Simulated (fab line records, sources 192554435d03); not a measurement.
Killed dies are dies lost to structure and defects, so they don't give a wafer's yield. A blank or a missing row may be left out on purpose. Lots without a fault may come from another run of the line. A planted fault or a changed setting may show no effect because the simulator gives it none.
A struck lot beside a sound one | flow n5_finfet | 35 steps out of a route of 1938
Sound: wafers L851.2, L851.3, L851.4. Struck: wafer L861.2. (L861.3 of the same lot was not struck and is left out.) The cause comes at the end.
At each step with rows: each side's tool, then ch and its chambers, then its first start. Under that, the readings that differ: sound wafers | struck wafers | difference of the means | sigmas: that difference in standard deviations of wafers without a fault.
alike: readings whose means differ by less than 2 such deviations, and words and numbers that are the same on both sides. not compared: withheld readings, readings that some wafer has no value for, bounds like >300 that may hide the same value, and numbers for which the record gives no deviation and whose values overlap.
The two part at a step that has a row with sigmas, a row that says differs or no value, or rows on one side only. Numbers that don't overlap but have no deviation are shown without sigmas and don't part them. A reading that every wafer of one side lacks parts them only if that side has two wafers or more.

first, 11 steps without rows for these wafers: N5_SD_EPI_N_SD_RECESS_17 (chemistry HBr/Cl2/O2, target depth 41 nm, time 23.7 s, bt time 3 s); N5_SD_EPI_N_STRIP_38 (strips in N2/H2); N5_SD_EPI_N_WET_ETCH_43 (etches SiO2 in dHF, time 14 s, target depth 1.5 nm); N5_SD_EPI_N_STRIP_18 (strips in SPM, time 750 s); N5_SD_EPI_N_SRD_20 (time 30 s); N5_SD_EPI_N_PRECLEAN_48 (cleans in NF3:NH3, afs cycles 2, time 20 s, sublimation time 60 s); N5_SD_EPI_N_VAPOR_ETCH_50 (etches Si in HCl, time 54 s); N5_SD_EPI_N_EPI_21 (deposits Si:P, time 690 s); N5_SD_EPI_N_PRECLEAN_24 (cleans in O3/DIW, time 60 s); N5_SD_EPI_N_SRD_25 (time 30 s); N5_SD_EPI_N_PRECLEAN_49 (cleans in NF3:NH3, afs cycles 1, time 20 s, sublimation time 60 s).
N5_SD_EPI_N_LINER_46: material SiNx, target thk 3 nm.
  sound on ald_sin-03 ch 0,2,3, day 4 04:28; struck on ald_sin-03 ch 3, day 6 18:29
  reading                                     | sound       | struck | difference | sigmas
  since_wet_clean_h (h)                       | 266 266 266 | 328    | +62        |
  model.SiNx_of_SD_EPI_N_LINER_46.thk_nm (nm) | 3 3 3       | 2.2    | -0.8       |
  alike: heater_power_w, susceptor_temp_C
then, 21 steps without rows for these wafers: N5_SD_EPI_P_COAT_34 (time 60 s, resist thk 350 nm); N5_SD_EPI_P_COAT_35 (time 60 s, resist thk 35 nm); N5_SD_EPI_P_COAT_03 (resist thk 150 nm); N5_SD_EPI_P_EBR_05; N5_SD_EPI_P_SOFTBAKE_04 (time 60 s); N5_SD_EPI_P_EXPOSE_06 (exposes mask SD P BLK, target cd 240 nm); N5_SD_EPI_P_PEB_07 (peb time 60 s); N5_SD_EPI_P_DEVELOP_08 (develop time 30 s); N5_SD_EPI_P_DESCUM_14 (chemistry O2, time 7.9 s); N5_SD_EPI_P_ETCH_36 (etches SiARC in CF4, target depth 45.5 nm, time 75.8 s); N5_SD_EPI_P_ETCH_37 (etches SOC in N2/H2, overetch 108 nm, time 486 s); N5_SD_EPI_P_STRIP_38 (strips in N2/H2); N5_SD_EPI_P_ETCHBACK_46 (etches SiNx in CH3F/O2, stops on SiO2, target depth 17.5 nm); N5_SD_EPI_P_ETCH_47 (etches SiOCN in CH3F/O2, target depth 25 nm); N5_SD_EPI_P_ETCH_16 (etches SiO2 in CHF3/O2, target depth 5 nm); N5_SD_EPI_P_STRIP_50 (strips in CHF3/O2); N5_SD_EPI_P_SD_RECESS_17 (chemistry HBr/Cl2/O2, target depth 39.1 nm, bt time 3 s); N5_SD_EPI_P_WET_ETCH_45 (etches SiO2 in dHF, time 10.7 s, target depth 2 nm, rinse time 30 s); N5_SD_EPI_P_STRIP_40 (strips in N2/H2); N5_SD_EPI_P_PRECLEAN_52 (cleans in O3/DIW, time 60 s); N5_SD_EPI_P_SRD_20 (time 30 s).
N5_SD_EPI_P_PRECLEAN_51: cleans in NF3:NH3, afs cycles 1, time 20 s, sublimation time 60 s.
  sound on epi_rpcvd-02 ch 0, day 4 06:16; struck on epi_rpcvd-02 ch 0, day 6 20:08
  reading                                     | sound       | struck | difference | sigmas
  model.SiNx_of_SD_EPI_N_LINER_46.thk_nm (nm) | 2.6 2.6 2.6 | 1.8    | -0.8       |
  alike: susceptor_temp_C
then, 1 step without rows for these wafers: N5_SD_EPI_P_VAPOR_ETCH_44 (etches SiGe30 in NF3/Ar, time 3.3 s).

WHERE THEY PART
Nowhere in this record.

WHY: what the simulator had put in
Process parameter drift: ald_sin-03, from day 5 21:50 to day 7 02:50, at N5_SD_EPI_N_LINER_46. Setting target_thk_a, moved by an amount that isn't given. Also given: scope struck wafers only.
